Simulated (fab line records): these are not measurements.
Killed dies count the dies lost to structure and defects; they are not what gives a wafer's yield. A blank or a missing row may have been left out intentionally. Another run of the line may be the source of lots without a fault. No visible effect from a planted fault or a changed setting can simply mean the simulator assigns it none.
Chamber matching || flow nandHarc || rieDiel-11 running NHARC_P_GATE_DESCUM_48: 4 sister chambers
The step chemistry O2, time 3 s. 4 wafers are shown with their chamber, then 10 later ones without.

== WAFERS, EACH WITH ITS CHAMBER ==
{"wafer": "L094.3", "chamber": 0, "drypumpMotorCurrentA (A)": 5.49}
{"wafer": "L094.5", "chamber": 3, "drypumpMotorCurrentA (A)": 5.77}
{"wafer": "L095.2", "chamber": 2, "drypumpMotorCurrentA (A)": 5.53}
{"wafer": "L095.4", "chamber": 1, "drypumpMotorCurrentA (A)": 6.40}

== WAFERS WHOSE CHAMBER IS MISSING ==
{"wafer": "L095.5", "drypumpMotorCurrentA (A)": 5.73}
{"wafer": "L097.1", "drypumpMotorCurrentA (A)": 6.42}
{"wafer": "L097.2", "drypumpMotorCurrentA (A)": 5.53}
{"wafer": "L097.3", "drypumpMotorCurrentA (A)": 5.73}
{"wafer": "L096.1", "drypumpMotorCurrentA (A)": 6.40}
{"wafer": "L096.4", "drypumpMotorCurrentA (A)": 5.46}
{"wafer": "L096.5", "drypumpMotorCurrentA (A)": 6.42}
{"wafer": "L096.2", "drypumpMotorCurrentA (A)": 5.72}
{"wafer": "L096.3", "drypumpMotorCurrentA (A)": 5.50}
{"wafer": "L096.6", "drypumpMotorCurrentA (A)": 5.52}

== WHICH CHAMBER EACH ONE RAN IN ==
{"wafer": "L095.5", "from the rows above": 3, "in truth": 3}
{"wafer": "L097.1", "from the rows above": 1, "in truth": 1}
{"wafer": "L097.2", "from the rows above": "can't be placed: 2 or 0", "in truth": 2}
{"wafer": "L097.3", "from the rows above": 3, "in truth": 3}
{"wafer": "L096.1", "from the rows above": 1, "in truth": 1}
{"wafer": "L096.4", "from the rows above": "can't be placed: 0 or 2", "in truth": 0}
{"wafer": "L096.5", "from the rows above": 1, "in truth": 1}
{"wafer": "L096.2", "from the rows above": 3, "in truth": 3}
{"wafer": "L096.3", "from the rows above": "can't be placed: 0 or 2", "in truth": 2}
{"wafer": "L096.6", "from the rows above": "can't be placed: 2 or 0", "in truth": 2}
6 of 10 placed correctly. Cannot be placed on the basis of these rows: 4; the candidates contain the true chamber in 4. Number placed wrongly: 0.
How it was worked out, from the rows above alone: a wafer's distance from a chamber is the root of the sum, over the readings, of the square of ((its reading less the chamber's mean) divided by the reading's scatter). If the next closest chamber is less than 2 further off than the closest, the wafer can't be placed; otherwise it belongs to the closest. Each chamber's mean is taken over the wafers shown for it. The scatter: root of mean squared gap, hidden wafer to nearest shown wafer, with one shown wafer a chamber.
